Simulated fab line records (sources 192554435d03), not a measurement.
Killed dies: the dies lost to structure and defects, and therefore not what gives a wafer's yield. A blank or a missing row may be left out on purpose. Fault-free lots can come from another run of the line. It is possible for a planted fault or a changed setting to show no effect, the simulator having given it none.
Matching of chambers    flow n5-finfet    rie-diel-03 running N5_BEOL_M6_ETCH_61: 4 sister chambers
The step etches SiARC in CF4, target depth 45.5 nm, time 75.8 s. 4 wafers are shown with their chamber, then 10 later ones without.

== EACH WAFER AND ITS CHAMBER ==
wafer   chamber  showerhead-plenum-p-Torr (Torr)
L085.5  2        2.20
L088.3  1        2.18
L087.1  0        2.26
L087.3  3        2.19

== WAFERS MISSING THEIR CHAMBER ==
wafer   showerhead-plenum-p-Torr (Torr)
L087.5  2.19
L090.1  2.19
L090.3  2.26
L090.4  2.26
L092.4  2.18
L092.5  2.18
L092.6  2.25
L097.2  2.17
L097.3  2.25
L097.5  2.19

== CHAMBER TAKEN BY EACH ==
wafer   from the rows above           in truth
L087.5  can't be placed: 3 or 1 or 2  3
L090.1  can't be placed: 3 or 1 or 2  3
L090.3  0                             0
L090.4  0                             0
L092.4  can't be placed: 1 or 3       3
L092.5  can't be placed: 1 or 3       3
L092.6  0                             0
L097.2  can't be placed: 1 or 3       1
L097.3  0                             0
L097.5  can't be placed: 3 or 1 or 2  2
4 of 10 placed correctly. From these rows, 6 cannot be placed; in 6 the true chamber is one of the candidates. 0 placed wrongly.
How it was worked out, from the rows above alone: a wafer's distance from a chamber is the root of the sum, over the readings, of the square of ((its reading less the chamber's mean) divided by the reading's scatter). The wafer belongs to the nearest chamber; if the next one is less than 2 further off, it can't be placed. Each chamber's mean is taken over the wafers shown for it. The scatter: root of mean squared gap, hidden wafer to nearest shown wafer, with one shown wafer a chamber.
